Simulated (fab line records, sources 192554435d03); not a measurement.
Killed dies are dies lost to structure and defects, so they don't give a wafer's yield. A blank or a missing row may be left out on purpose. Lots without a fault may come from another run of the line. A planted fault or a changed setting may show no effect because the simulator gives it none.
Split-lot experiment | flow n5_finfet | 7 lots, 21 wafers read, on a route of 1938 steps

THE SPLIT
At N5_ZERO_LAYER_COAT_05 (resist thk 1000 nm), the setting spin_rpm was moved away from the recipe's 1500 rpm on 10 of the 21 wafers read, by -5.2% to +11.0%. The other wafers ran this setting at the recipe's value.

FROM THE SPLIT TO THE READING: what the file shows between them, 7 steps
- N5_ZERO_LAYER_EXPOSE_08: exposes mask ZERO, defocus 0 nm, target cd 2000 nm (also split here: dose_mj)
- N5_ZERO_LAYER_PEB_09
- N5_ZERO_LAYER_DEVELOP_10: develop time 60 s
- N5_ZERO_LAYER_HARDBAKE_23: time 120 s
- N5_ZERO_LAYER_CD_MEAS_11: target cd 2000 nm
- N5_ZERO_LAYER_DESCUM_16: chemistry O2, time 7.9 s
- N5_ZERO_LAYER_ETCH_17: etches SiO2 in CF4, target depth 12 nm, time 13.3 s

THE READING
coat_of_ZERO_LAYER_COAT_05.thk_nm (the simulator's own value, which no gauge read), in nm, at N5_ZERO_LAYER_ETCH_18 (etches Si in HBr/Cl2, target depth 120 nm, time 40 s). The file gives no usual value for it. The 11 wafers here that ran the recipe average 932.5 nm, standard deviation 2.5 nm.

wafer  | tool, chamber at the split | spin_rpm as run, rpm | against the recipe | coat_of_ZERO_LAYER_COAT_05.thk_nm, nm | against lot-mates on the recipe
L074.3 | litho_track-02, 0          | 1500                 | recipe             | 938.7                                 | -
L074.4 | litho_track-02, 0          | 1571                 | +4.7%              | 914.3                                 | -24.4
L074.6 | litho_track-02, 0          | 1571                 | +4.7%              | 913.8                                 | -24.9
L076.2 | litho_track-05, 0          | 1500                 | recipe             | 931.8                                 | -
L076.3 | litho_track-05, 0          | 1422                 | -5.2%              | 960                                   | +28.2
L076.6 | litho_track-05, 0          | 1422                 | -5.2%              | 959                                   | +27.2
L077.2 | litho_track-01, 0          | 1500                 | recipe             | 933.7                                 | -
L077.3 | litho_track-01, 0          | 1649                 | +9.9%              | 884                                   | -49.7
L077.4 | litho_track-01, 0          | 1649                 | +9.9%              | 887.4                                 | -46.3
L078.1 | litho_track-05, 0          | 1665                 | +11.0%             | 881.4                                 | -49.9
L078.2 | litho_track-05, 0          | 1665                 | +11.0%             | 881.8                                 | -49.5
L078.5 | litho_track-05, 0          | 1500                 | recipe             | 931.3                                 | -
L079.1 | litho_track-05, 0          | 1500                 | recipe             | 930.4                                 | -
L079.3 | litho_track-05, 0          | 1500                 | recipe             | 931.8                                 | -
L079.5 | litho_track-05, 0          | 1500                 | recipe             | 935.7                                 | -
L096.1 | litho_track-01, 0          | 1433                 | -4.5%              | 951.4                                 | +21.7
L096.3 | litho_track-01, 0          | 1433                 | -4.5%              | 949.3                                 | +19.6
L096.6 | litho_track-01, 0          | 1500                 | recipe             | 929.7                                 | -
L097.1 | litho_track-01, 0          | 1500                 | recipe             | 931.3                                 | -
L097.2 | litho_track-01, 0          | 1500                 | recipe             | 932.1                                 | -
L097.6 | litho_track-01, 0          | 1500                 | recipe             | 931.2                                 | -

THE FIT
A straight line over all 21 wafers: coat_of_ZERO_LAYER_COAT_05.thk_nm changes by -4.62 nm for each +1% of spin_rpm; r = -0.99; the points scatter about the line by 2.7 nm.
The same after taking each lot's own level away (the mean of its wafers on the recipe; 21 wafers): -4.77 nm for each +1%; r = -1.00; scatter 1.9 nm.
On that fit, the largest move of spin_rpm shifts the reading by 53 nm.
The lots' own levels span 929.70 to 938.70 nm, that is 3.6 times the standard deviation above.
So the lot-to-lot level changes the slope little: the two slopes agree.
Check: with one of the wafers moved furthest among these (+11.0%) left out of the fit, the line predicts -53 nm for it against its lot-mates. It came out at -49.9 nm against them.

OTHER SPLITS ON THESE WAFERS
These wafers also went through other splits before the reading. Each is held against what the fit with the lots' levels taken away leaves over:
other split on the same wafers  | wafers away from the commonest value | r with coat_of_ZERO_LAYER_COAT_05.thk_nm (lot level and that fit taken away)
N5_ZERO_LAYER_EXPOSE_08 dose_mj | 9                                    | -0.07

THE WHOLE CHAIN: every reading that the file lists as answering this split, in the file's order
step                   | what it does                                         | reading                                                                            | change (the file's fit)              | r (the file's)
N5_ZERO_LAYER_COAT_05  | resist thk 1000 nm                                   | coat_of_ZERO_LAYER_COAT_05.thk_nm (the simulator's own value, which no gauge read) | -4.67 nm for each +1% of the setting | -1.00
N5_ZERO_LAYER_ETCH_17  | etches SiO2 in CF4, target depth 12 nm, time 13.3 s  | coat_of_ZERO_LAYER_COAT_05.thk_nm (the simulator's own value, which no gauge read) | -4.64 nm for each +1% of the setting | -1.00
N5_ZERO_LAYER_ETCH_18  | etches Si in HBr/Cl2, target depth 120 nm, time 40 s | coat_of_ZERO_LAYER_COAT_05.thk_nm (the simulator's own value, which no gauge read) | -4.76 nm for each +1% of the setting | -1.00
N5_ZERO_LAYER_STRIP_24 | strips in O2                                         | strip_time_to_endpoint_s                                                           | withheld for each +1% of the setting | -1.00

THE FILE'S OWN FIT
coat_of_ZERO_LAYER_COAT_05.thk_nm changes by -4.76 nm for each +1% of spin_rpm, r = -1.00.
